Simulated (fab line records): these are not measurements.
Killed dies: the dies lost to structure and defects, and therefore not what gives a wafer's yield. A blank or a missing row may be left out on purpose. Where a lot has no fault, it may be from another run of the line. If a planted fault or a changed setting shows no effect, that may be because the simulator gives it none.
Matching of chambers	flow n5 finfet	rie diel-05 running N5_BEOL_M5_STRIP_64: 4 sister chambers
The step strips in CF4. 4 wafers are shown with their chamber, then 11 later ones without.

## WAFERS, EACH WITH ITS CHAMBER
wafer	chamber	showerhead plenum p Torr (Torr)
L086.2	3	1.73
L086.5	1	1.73
L088.3	2	1.77
L091.1	0	1.84

## WAFERS WHOSE CHAMBER IS MISSING
wafer	showerhead plenum p Torr (Torr)
L091.3	1.73
L091.4	1.73
L093.2	1.76
L093.5	1.84
L093.6	1.73
L094.1	1.73
L094.4	1.76
L094.6	1.76
L097.1	1.76
L097.2	1.73
L097.6	1.76

## THE CHAMBER EACH PASSED THROUGH
wafer	from the rows above	in truth
L091.3	can't be placed: 1 or 3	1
L091.4	can't be placed: 1 or 3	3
L093.2	2	2
L093.5	0	0
L093.6	can't be placed: 1 or 3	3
L094.1	can't be placed: 1 or 3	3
L094.4	2	2
L094.6	2	2
L097.1	2	2
L097.2	can't be placed: 1 or 3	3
L097.6	2	2
Correctly placed: 6 of 11. Cannot be placed on the basis of these rows: 5; the candidates contain the true chamber in 5. Placed wrongly: 0.
How it was worked out, from the rows above alone: a wafer's distance from a chamber is the root of the sum, over the readings, of the square of ((its reading less the chamber's mean) divided by the reading's scatter). If the next closest chamber is less than 2 further off than the closest, the wafer can't be placed; otherwise it belongs to the closest. For every chamber, the mean is computed from those of its wafers that are shown. The scatter: root of mean squared gap, hidden wafer to nearest shown wafer, with one shown wafer a chamber.
